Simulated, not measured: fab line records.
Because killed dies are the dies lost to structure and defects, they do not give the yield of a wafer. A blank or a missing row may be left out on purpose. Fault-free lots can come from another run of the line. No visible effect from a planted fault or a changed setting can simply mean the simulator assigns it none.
The tool behind it: which one?	flow nand_harc	24 lots with 72 wafers sampled at 6 steps, on a route of 1159 steps

WHAT EACH GAUGE READ, for each wafer
No reading from a measuring or inspecting step in the record can be judged against a usual standard deviation.

TOOL THAT RAN EACH LOT (tool first, then ch and the chambers of the sampled wafers, then the start)
lot	NHARC_A_STAIRCASE_ETCH_253	NHARC_A_STAIRCASE_STRIP_295	NHARC_A_STAIRCASE_DESCUM_312	NHARC_A_STAIRCASE_DESCUM_443	NHARC_A_SLIT_DEP_25	NHARC_A_WL_FILL_ETCHBACK_04
L075	rie_diel-05 ch 1,3, day 11 09:28	rie_diel-02 ch 0,1,3, day 11 18:32 or earlier	rie_diel-04 ch 0,1,2, day 11 18:32	rie_diel-05 ch 0,3, day 13 14:52	pecvd-04 ch 1,2, day 14 03:56	rie_metal-02 ch 0,1, day 15 02:44
L074	rie_diel-05 ch 1,2,3, day 11 13:28	rie_diel-05 ch 0,1,3, day 11 23:22 or earlier	rie_diel-04 ch 0,3, day 11 23:22	rie_diel-04 ch 0,1, day 13 15:28	pecvd-02 ch 0,1, day 14 03:52	rie_metal-03 ch 0,1, day 15 02:04
L077	rie_diel-04 ch 0,1,3, day 11 23:12	rie_diel-04 ch 1,2,3, day 12 10:53 or earlier	rie_diel-05 ch 0,2,3, day 12 10:53	rie_diel-02 ch 0,1,2, day 14 03:27	pecvd-03 ch 0,1,2, day 14 16:56	rie_metal-01 ch 0, day 15 11:25
L076	rie_diel-05 ch 1,2,3, day 11 23:33	rie_diel-05 ch 0,2,3, day 12 09:32 or earlier	rie_diel-05 ch 0,3, day 12 09:32	rie_diel-05 ch 2,3, day 14 03:19	pecvd-03 ch 0,2, day 14 16:40	rie_metal-02 ch 0,1, day 15 13:50
L080	rie_diel-02 ch 1,2, day 12 23:41	rie_diel-05 ch 1,2,3, day 13 14:11 or earlier	rie_diel-04 ch 0,2, day 13 14:11	rie_diel-02 ch 1,2, day 15 08:03	pecvd-03 ch 0,2, day 15 20:52	rie_metal-01 ch 0,1, day 16 16:16
L079	rie_diel-05 ch 1,2,3, day 13 04:30	rie_diel-02 ch 0,1, day 13 17:31 or earlier	rie_diel-05 ch 0,2,3, day 13 17:31	rie_diel-02 ch 1,2,3, day 15 08:07	pecvd-04 ch 0,1,2, day 15 20:52	rie_metal-03 ch 0,1, day 16 19:02
L078	rie_diel-02 ch 1,2,3, day 13 05:01	rie_diel-05 ch 0,1,2, day 13 18:14 or earlier	rie_diel-04 ch 0,1,2, day 13 18:14	rie_diel-02 ch 0,2,3, day 15 08:10	pecvd-03 ch 0,1,2, day 15 21:02	rie_metal-02 ch 0,1, day 16 16:22
L082	rie_diel-05 ch 0,1,2, day 13 17:00	rie_diel-05 ch 1,2,3, day 14 03:10 or earlier	rie_diel-05 ch 0,1,2, day 14 03:10	rie_diel-05 ch 1,2,3, day 15 19:37	pecvd-04 ch 0,1,2, day 16 08:32	rie_metal-01 ch 0,1, day 17 09:22
L081	rie_diel-02 ch 1,2,3, day 13 17:20	rie_diel-04 ch 0,1, day 14 05:09 or earlier	rie_diel-05 ch 0,1,2, day 14 05:09	rie_diel-04 ch 2,3, day 15 20:02	pecvd-02 ch 1,2, day 16 08:32	rie_metal-03 ch 0,1, day 17 10:03
L083	rie_diel-05 ch 0,3, day 13 20:05	rie_diel-05 ch 1,2,3, day 14 05:19 or earlier	rie_diel-02 ch 0,1,3, day 14 05:19	rie_diel-02 ch 0,1, day 15 19:47	pecvd-03 ch 1,2, day 16 08:29	rie_metal-03 ch 0,1, day 17 06:40
L084	rie_diel-05 ch 1,2,3, day 14 05:19	rie_diel-05 ch 1,2,3, day 14 14:59 or earlier	rie_diel-05 ch 0,2,3, day 14 14:59	rie_diel-02 ch 1,2, day 16 11:20	pecvd-03 ch 0,1, day 17 00:43	rie_metal-03 ch 0, day 17 20:50
L086	rie_diel-05 ch 2,3, day 14 14:26	rie_diel-05 ch 0,1,3, day 14 23:44 or earlier	rie_diel-05 ch 0,2,3, day 14 23:44	rie_diel-04 ch 2,3, day 16 15:29	pecvd-02 ch 1,2, day 17 04:05	rie_metal-01 ch 0,1, day 18 01:59
L087	rie_diel-05 ch 0,1,3, day 14 16:02	rie_diel-05 ch 0,1,2, day 15 02:27 or earlier	rie_diel-04 ch 0,1,3, day 15 02:27	rie_diel-04 ch 0,2,3, day 16 21:19	pecvd-04 ch 0,1,2, day 17 11:05	rie_metal-02 ch 0,1, day 18 11:46
L085	rie_diel-04 ch 0,1,3, day 14 19:51	rie_diel-05 ch 0,2, day 15 04:53 or earlier	rie_diel-04 ch 0,1,2, day 15 04:53	rie_diel-05 ch 0,1,2, day 16 21:32	pecvd-03 ch 1,2, day 17 11:14	rie_metal-03 ch 0,1, day 18 07:15
L089	rie_diel-02 ch 0,1,3, day 15 05:25	rie_diel-04 ch 0,1,2, day 15 16:09 or earlier	rie_diel-02 ch 0,1,2, day 15 16:09	rie_diel-05 ch 1,3, day 17 09:59	pecvd-04 ch 0,1,2, day 17 22:49	rie_metal-02 ch 0,1, day 18 17:20
L088	rie_diel-04 ch 0,2,3, day 15 05:28	rie_diel-04 ch 0,1,2, day 15 18:06 or earlier	rie_diel-04 ch 0,1,2, day 15 18:06	rie_diel-02 ch 0,3, day 17 09:47	pecvd-03 ch 1,2, day 17 22:47	rie_metal-03 ch 0,1, day 18 18:11
L093	rie_diel-05 ch 1,2,3, day 15 19:11	rie_diel-05 ch 1,3, day 16 06:31 or earlier	rie_diel-05 ch 1,2,3, day 16 06:31	rie_diel-04 ch 0,1,3, day 18 02:43	pecvd-04 ch 0,1,2, day 18 15:11	rie_metal-02 ch 0,1, day 19 11:40
L090	rie_diel-05 ch 1,2,3, day 15 21:24	rie_diel-05 ch 0,1, day 16 11:26 or earlier	rie_diel-05 ch 1,2,3, day 16 11:26	rie_diel-05 ch 0,1, day 18 02:34	pecvd-02 ch 0,1, day 18 15:14	rie_metal-01 ch 0,1, day 19 10:13
L091	rie_diel-02 ch 1,2, day 15 21:25	rie_diel-02 ch 0,1, day 16 11:51 or earlier	rie_diel-05 ch 0,3, day 16 11:51	rie_diel-04 ch 0,2, day 18 10:53	pecvd-02 ch 0,1,2, day 18 23:30	rie_metal-03 ch 0,1, day 19 19:02
L092	rie_diel-05 ch 0,2, day 16 00:47	rie_diel-05 ch 2,3, day 16 17:13 or earlier	rie_diel-05 ch 2,3, day 16 17:13	rie_diel-02 ch 0,1,3, day 18 21:25	pecvd-03 ch 0,2, day 19 10:13	rie_metal-01 ch 0,1, day 20 05:13
L095	rie_diel-04 ch 2,3, day 16 08:27	rie_diel-02 ch 0,1, day 16 23:09 or earlier	rie_diel-04 ch 0,2, day 16 23:09	rie_diel-04 ch 0,1,3, day 18 21:40	pecvd-02 ch 0,2, day 19 10:03	rie_metal-03 ch 1, day 20 07:23
L094	rie_diel-05 ch 2,3, day 16 09:42	rie_diel-05 ch 0,1,3, day 17 01:02 or earlier	rie_diel-04 ch 0,2,3, day 17 01:02	rie_diel-05 ch 0,2, day 18 21:14	pecvd-03 ch 0,2, day 19 10:01	rie_metal-01 ch 0,1, day 20 04:34
L096	rie_diel-05 ch 1,2,3, day 16 14:53	rie_diel-02 ch 1,2,3, day 17 03:19 or earlier	rie_diel-02 ch 0,1,2, day 17 03:19	rie_diel-05 ch 0,1,3, day 19 04:25	pecvd-02 ch 0,2, day 19 17:34	rie_metal-02 ch 0,1, day 20 14:04
L097	rie_diel-04 ch 0,2,3, day 17 03:25	rie_diel-04 ch 0,1,3, day 17 15:41 or earlier	rie_diel-05 ch 0,2,3, day 17 15:41	rie_diel-02 ch 1,2,3, day 19 13:41	pecvd-03 ch 0,2, day 20 04:34	rie_metal-01 ch 0,1, day 21 02:07
- NHARC_A_STAIRCASE_ETCH_253: etches the open film in C4F8/O2, target depth 50 nm, time 20.2 s.
- NHARC_A_STAIRCASE_STRIP_295: strips in O2.
- NHARC_A_STAIRCASE_DESCUM_312: chemistry O2, time 3 s.
- NHARC_A_STAIRCASE_DESCUM_443: chemistry O2, time 3 s.
- NHARC_A_SLIT_DEP_25: deposits SiO2, target thk 200 nm.
- NHARC_A_WL_FILL_ETCHBACK_04: etches the open film in NF3, target depth 60 nm, time 120 s.

WHAT THE TOOLS THEMSELVES READ (means of the sampled wafers that have a number; where no wafer has one, the mark that the record gives instead)
NHARC_A_STAIRCASE_ETCH_253. Usual: oes_product_au 0.944 a.u., standard deviation 0.019; rf_vpp_V 896 V, standard deviation 4.4.
lot	tool	oes_product_au (a.u.)	rf_vpp_V (V)	flag
L075	rie_diel-05	0.962	894	
L074	rie_diel-05	0.948	894	
L077	rie_diel-04	0.949	899	
L076	rie_diel-05	0.951	895	
L080	rie_diel-02	0.926	899	
L079	rie_diel-05	0.948	895	
L078	rie_diel-02	0.928	898	
L082	rie_diel-05	0.945	892	
L081	rie_diel-02	0.963	897	
L083	rie_diel-05	0.954	896	
L084	rie_diel-05	0.915	895	
L086	rie_diel-05	0.914	897	
L087	rie_diel-05	0.915	893	
L085	rie_diel-04	0.957	898	
L089	rie_diel-02	0.928	897	
L088	rie_diel-04	0.946	896	
L093	rie_diel-05	0.960	895	
L090	rie_diel-05	0.933	894	
L091	rie_diel-02	0.972	898	
L092	rie_diel-05	0.949	891	
L095	rie_diel-04	0.959	898	
L094	rie_diel-05	0.967	897	
L096	rie_diel-05	0.916	895	
L097	rie_diel-04	0.962	896	

NHARC_A_STAIRCASE_STRIP_295. Usual: drypump_motor_current_A 5.6 A, standard deviation 0.49; oes_product_au 0.993 a.u., standard deviation 0.0075; rf_vpp_V 57.7 V, standard deviation 0.92; showerhead_plenum_p_Torr 3.52 Torr, standard deviation 0.12; throttle_valve_pct 17.035 %, standard deviation 0.0089.
lot	tool	drypump_motor_current_A (A)	oes_product_au (a.u.)	rf_vpp_V (V)	showerhead_plenum_p_Torr (Torr)	throttle_valve_pct (%)	flag
L075	rie_diel-02	5.5	1.002	57.6	3.58	17.024	
L074	rie_diel-05	5.6	0.978	57.3	3.47	17.033	
L077	rie_diel-04	5.5	0.999	58.6	3.65	17.032	
L076	rie_diel-05	5.4	0.996	57.8	3.52	17.027	
L080	rie_diel-05	5.7	0.994	58.1	3.51	17.033	
L079	rie_diel-02	5.7	0.997	58.1	3.64	17.043	
L078	rie_diel-05	5.8	0.991	56.5	3.43	17.029	
L082	rie_diel-05	5.7	0.999	57.7	3.50	17.037	
L081	rie_diel-04	5.5	0.991	58.0	3.66	17.035	
L083	rie_diel-05	5.7	0.992	57.1	3.50	17.037	
L084	rie_diel-05	5.7	0.982	57.0	3.50	17.027	
L086	rie_diel-05	5.6	0.993	58.3	3.46	17.038	
L087	rie_diel-05	5.8	0.992	58.4	3.43	17.038	
L085	rie_diel-05	5.5	0.991	56.9	3.47	17.036	
L089	rie_diel-04	5.4	1.001	58.2	3.58	17.039	
L088	rie_diel-04	5.4	0.998	58.2	3.58	17.037	
L093	rie_diel-05	5.5	0.986	57.4	3.52	17.029	
L090	rie_diel-05	6.1	0.986	57.4	3.38	17.046	
L091	rie_diel-02	5.7	0.991	57.9	3.55	17.029	
L092	rie_diel-05	5.2	0.989	57.7	3.57	17.040	
L095	rie_diel-02	5.7	0.994	58.1	3.63	17.039	
L094	rie_diel-05	5.6	0.988	57.3	3.45	17.037	
L096	rie_diel-02	5.7	0.992	58.3	3.54	17.033	
L097	rie_diel-04	5.6	0.991	58.8	3.59	17.029	

NHARC_A_STAIRCASE_DESCUM_312. Usual: drypump_motor_current_A 5.6 A, standard deviation 0.45; oes_product_au 0.995 a.u., standard deviation 0.0078; rf_vpp_V 57.8 V, standard deviation 0.84; showerhead_plenum_p_Torr 1.91 Torr, standard deviation 0.073; throttle_valve_pct 11.311 %, standard deviation 0.0081.
lot	tool	drypump_motor_current_A (A)	oes_product_au (a.u.)	rf_vpp_V (V)	showerhead_plenum_p_Torr (Torr)	throttle_valve_pct (%)	flag
L075	rie_diel-04	5.3	1.006	57.5	1.95	11.314	
L074	rie_diel-04	5.6	1.011	58.2	1.94	11.305	
L077	rie_diel-05	5.3	0.990	58.3	1.91	11.313	
L076	rie_diel-05	5.2	0.994	57.0	1.88	11.322	
L080	rie_diel-04	5.2	0.998	58.2	1.91	11.315	
L079	rie_diel-05	5.3	0.993	57.5	1.90	11.313	
L078	rie_diel-04	5.4	1.000	57.9	1.94	11.317	
L082	rie_diel-05	5.8	0.996	56.9	1.86	11.310	
L081	rie_diel-05	5.8	0.997	57.6	1.86	11.311	
L083	rie_diel-02	5.5	1.001	58.4	1.93	11.317	
L084	rie_diel-05	5.3	1.000	58.6	1.90	11.306	
L086	rie_diel-05	5.3	0.990	57.0	1.90	11.307	
L087	rie_diel-04	5.6	0.988	58.5	1.96	11.308	
L085	rie_diel-04	5.3	1.002	57.8	1.94	11.311	
L089	rie_diel-02	5.9	0.999	57.9	1.97	11.306	
L088	rie_diel-04	5.3	0.995	57.7	1.94	11.313	
L093	rie_diel-05	5.7	0.992	57.7	1.89	11.315	
L090	rie_diel-05	5.7	0.992	57.5	1.89	11.306	
L091	rie_diel-05	5.1	0.998	58.1	1.92	11.306	
L092	rie_diel-05	5.4	1.001	58.2	1.92	11.311	
L095	rie_diel-04	5.2	0.997	57.9	1.90	11.306	
L094	rie_diel-04	5.4	1.001	58.1	1.91	11.317	
L096	rie_diel-02	5.9	0.998	58.4	1.96	11.313	
L097	rie_diel-05	5.3	0.996	57.6	1.89	11.303	

NHARC_A_STAIRCASE_DESCUM_443. Usual: drypump_motor_current_A 5.6 A, standard deviation 0.46; oes_product_au 0.996 a.u., standard deviation 0.0072; rf_vpp_V 57.8 V, standard deviation 0.87; showerhead_plenum_p_Torr 1.92 Torr, standard deviation 0.07; throttle_valve_pct 11.312 %, standard deviation 0.0085.
lot	tool	drypump_motor_current_A (A)	oes_product_au (a.u.)	rf_vpp_V (V)	showerhead_plenum_p_Torr (Torr)	throttle_valve_pct (%)	flag
L075	rie_diel-05	5.1	0.992	58.7	1.93	11.318	
L074	rie_diel-04	5.5	1.003	57.5	1.99	11.319	
L077	rie_diel-02	5.9	0.996	58.0	1.97	11.312	
L076	rie_diel-05	5.4	0.998	57.6	1.92	11.315	
L080	rie_diel-02	6.1	0.998	58.4	1.96	11.309	
L079	rie_diel-02	5.6	1.000	57.6	1.93	11.308	
L078	rie_diel-02	5.6	1.004	57.8	1.97	11.319	
L082	rie_diel-05	5.7	0.991	57.7	1.89	11.312	
L081	rie_diel-04	5.5	0.998	58.1	1.95	11.308	
L083	rie_diel-02	5.8	0.992	58.3	1.93	11.315	
L084	rie_diel-02	5.9	0.995	58.2	1.92	11.315	
L086	rie_diel-04	5.3	0.998	58.3	1.93	11.312	
L087	rie_diel-04	5.4	1.002	57.8	1.91	11.316	
L085	rie_diel-05	5.8	0.997	57.6	1.85	11.317	
L089	rie_diel-05	6.0	0.997	57.3	1.86	11.310	
L088	rie_diel-02	5.4	0.994	57.6	1.97	11.309	
L093	rie_diel-04	5.5	0.997	57.3	1.95	11.307	
L090	rie_diel-05	6.1	0.986	57.3	1.82	11.308	
L091	rie_diel-04	5.3	0.998	56.9	1.86	11.317	
L092	rie_diel-02	5.4	0.995	57.1	1.92	11.314	
L095	rie_diel-04	5.5	0.996	56.8	1.95	11.311	
L094	rie_diel-05	5.6	0.992	59.0	1.87	11.306	
L096	rie_diel-05	5.6	0.988	58.5	1.86	11.309	
L097	rie_diel-02	5.6	0.985	57.3	1.92	11.313	

NHARC_A_SLIT_DEP_25. Usual: heater_power_w 564 W, standard deviation 92; throttle_valve_pct 15.8 %, standard deviation 0.39.
lot	tool	heater_power_w (W)	throttle_valve_pct (%)	flag
L075	pecvd-04	565	15.9	
L074	pecvd-02	613	15.6	
L077	pecvd-03	542	15.7	
L076	pecvd-03	522	16.1	
L080	pecvd-03	571	16.2	
L079	pecvd-04	569	15.8	
L078	pecvd-03	527	15.9	
L082	pecvd-04	580	15.8	
L081	pecvd-02	686	15.7	
L083	pecvd-03	538	15.7	
L084	pecvd-03	514	15.7	
L086	pecvd-02	680	15.9	
L087	pecvd-04	569	15.6	
L085	pecvd-03	595	15.7	
L089	pecvd-04	531	15.4	
L088	pecvd-03	550	16.0	
L093	pecvd-04	542	15.5	
L090	pecvd-02	555	15.8	
L091	pecvd-02	626	15.9	
L092	pecvd-03	536	16.2	
L095	pecvd-02	552	16.0	
L094	pecvd-03	494	16.0	
L096	pecvd-02	606	16.1	
L097	pecvd-03	541	16.5	

NHARC_A_WL_FILL_ETCHBACK_04. Usual: drypump_motor_current_A 5.4 A, standard deviation 0.36; oes_product_au 0.996 a.u., standard deviation 0.0068.
lot	tool	drypump_motor_current_A (A)	oes_product_au (a.u.)	flag
L075	rie_metal-02	5.3	1.000	
L074	rie_metal-03	5.4	0.994	
L077	rie_metal-01	5.2	1.000	
L076	rie_metal-02	5.3	0.999	
L080	rie_metal-01	5.5	0.995	
L079	rie_metal-03	5.3	1.000	
L078	rie_metal-02	5.3	0.998	
L082	rie_metal-01	5.4	0.994	
L081	rie_metal-03	5.4	0.998	
L083	rie_metal-03	5.4	0.979	
L084	rie_metal-03	5.4	0.988	
L086	rie_metal-01	5.4	0.995	
L087	rie_metal-02	5.7	0.998	
L085	rie_metal-03	5.4	0.990	
L089	rie_metal-02	5.3	1.001	
L088	rie_metal-03	5.4	0.992	
L093	rie_metal-02	5.7	1.000	
L090	rie_metal-01	5.4	0.996	
L091	rie_metal-03	5.4	0.994	
L092	rie_metal-01	5.4	0.990	
L095	rie_metal-03	5.4	0.990	
L094	rie_metal-01	5.4	0.996	
L096	rie_metal-02	5.3	1.000	
L097	rie_metal-01	5.5	1.003	

THE ANSWER, worked out from the rows above alone
Rule: a lot counts as off when the mean over its wafers that have a number is more than 3 standard deviations away from the usual mean. A lot without any number at a reading at which 4 lots or more have one is off too. The other lots that the step has rows for count as sound. The gauges are gone through in route order, then the tools' own readings, and for those a lot's mean is taken as printed above. The first step at which some lot is off is used, and at that step the reading that is off furthest; a lot without a number counts as furthest.
None of the lots is off at any reading shown; this tells nothing.

WHAT THE SIMULATOR HAD PUT IN
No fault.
